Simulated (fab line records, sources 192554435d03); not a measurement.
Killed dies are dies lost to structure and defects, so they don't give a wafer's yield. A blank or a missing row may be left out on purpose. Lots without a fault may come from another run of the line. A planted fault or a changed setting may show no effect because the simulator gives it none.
Split-lot experiment | flow n5_finfet | 7 lots, 21 wafers read, on a route of 1938 steps

THE SPLIT
At N5_BEOL_M5_COAT_66 (time 60 s, resist thk 12 nm), the setting spin_rpm was moved away from the recipe's 1500 rpm on 3 of the 21 wafers read, by -5.8% to -3.7%. The other wafers ran this setting at the recipe's value.

FROM THE SPLIT TO THE READING: what the file shows between them, 4 steps
- N5_BEOL_M5_COAT_74: time 60 s, resist thk 5 nm
- N5_BEOL_M5_COAT_22: resist thk 30 nm
- N5_BEOL_M5_DESCUM_33: chemistry O2, time 7 s
- N5_BEOL_M5_ETCH_75: etches underlayer in N2/H2, target depth 6.5 nm, time 5.2 s

THE READING
etch.depth_nm (the simulator's own value, which no gauge read), in nm, at N5_BEOL_M5_ETCH_67 (etches SiARC in CF4, target depth 15.6 nm, time 26 s). The file gives no usual value for it. The 18 wafers here that ran the recipe average 12.00 nm, standard deviation 0.031 nm.

wafer  | tool, chamber at the split | spin_rpm as run, rpm | against the recipe | etch.depth_nm, nm | against lot-mates on the recipe
L077.4 | litho_track-03, 0          | 1500                 | recipe             | 12.01             | -
L077.6 | litho_track-03, 0          | 1500                 | recipe             | 12.01             | -
L077.5 | litho_track-03, 0          | 1413                 | -5.8%              | 12.32             | +0.31
L081.1 | litho_track-03, 0          | 1500                 | recipe             | 12.02             | -
L081.5 | litho_track-03, 0          | 1500                 | recipe             | 11.99             | -
L081.6 | litho_track-03, 0          | 1445                 | -3.7%              | 12.2              | +0.20
L083.3 | litho_track-03, 0          | 1500                 | recipe             | 11.99             | -
L083.4 | litho_track-03, 0          | 1500                 | recipe             | 11.95             | -
L083.6 | litho_track-03, 0          | 1500                 | recipe             | 11.96             | -
L084.4 | litho_track-03, 0          | 1500                 | recipe             | 12.03             | -
L084.6 | litho_track-03, 0          | 1500                 | recipe             | 12.03             | -
L084.5 | litho_track-03, 0          | 1500                 | recipe             | 11.96             | -
L088.2 | litho_track-02, 0          | 1500                 | recipe             | 12.06             | -
L088.5 | litho_track-02, 0          | 1500                 | recipe             | 12.06             | -
L088.6 | litho_track-02, 0          | 1437                 | -4.2%              | 12.31             | +0.25
L093.2 | litho_track-04, 0          | 1500                 | recipe             | 12                | -
L093.3 | litho_track-04, 0          | 1500                 | recipe             | 12.02             | -
L093.5 | litho_track-04, 0          | 1500                 | recipe             | 12.01             | -
L097.2 | litho_track-03, 0          | 1500                 | recipe             | 11.98             | -
L097.4 | litho_track-03, 0          | 1500                 | recipe             | 11.97             | -
L097.5 | litho_track-03, 0          | 1500                 | recipe             | 12.01             | -

THE FIT
A straight line over all 21 wafers: etch.depth_nm changes by -0.0593 nm for each +1% of spin_rpm; r = -0.95; the points scatter about the line by 0.034 nm.
The same after taking each lot's own level away (the mean of its wafers on the recipe; 21 wafers): -0.055 nm for each +1%; r = -0.98; scatter 0.018 nm.
On that fit, the largest move of spin_rpm shifts the reading by 0.32 nm.
The lots' own levels span 11.967 to 12.060 nm, that is 3.0 times the standard deviation above.
So the lot-to-lot level changes the slope little: the two slopes agree.
Check: with one of the wafers moved furthest among these (-5.8%) left out of the fit, the line predicts +0.329 nm for it against its lot-mates. It came out at +0.31 nm against them.

OTHER SPLITS ON THESE WAFERS
These wafers also went through other splits before the reading. Each is held against what the fit with the lots' levels taken away leaves over:
other split on the same wafers     | wafers away from the commonest value | r with etch.depth_nm (lot level and that fit taken away)
N5_BEOL_M4_TRENCH_ETCH_37 source_w | 5                                    | +0.08
N5_BEOL_M5_COAT_65 spin_rpm        | 7                                    | -0.23

THE WHOLE CHAIN: every reading that the file lists as answering this split, in the file's order
step               | what it does                                         | reading                                                                          | change (the file's fit)                | r (the file's)
N5_BEOL_M5_COAT_66 | time 60 s, resist thk 12 nm                          | SiARC_of_BEOL_M5_COAT_66.thk_nm (the simulator's own value, which no gauge read) | -0.0731 nm for each +1% of the setting | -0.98
N5_BEOL_M5_ETCH_67 | etches SiARC in CF4, target depth 15.6 nm, time 26 s | etch.depth_nm (the simulator's own value, which no gauge read)                   | -0.0554 nm for each +1% of the setting | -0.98

THE FILE'S OWN FIT
etch.depth_nm changes by -0.0554 nm for each +1% of spin_rpm, r = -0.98.
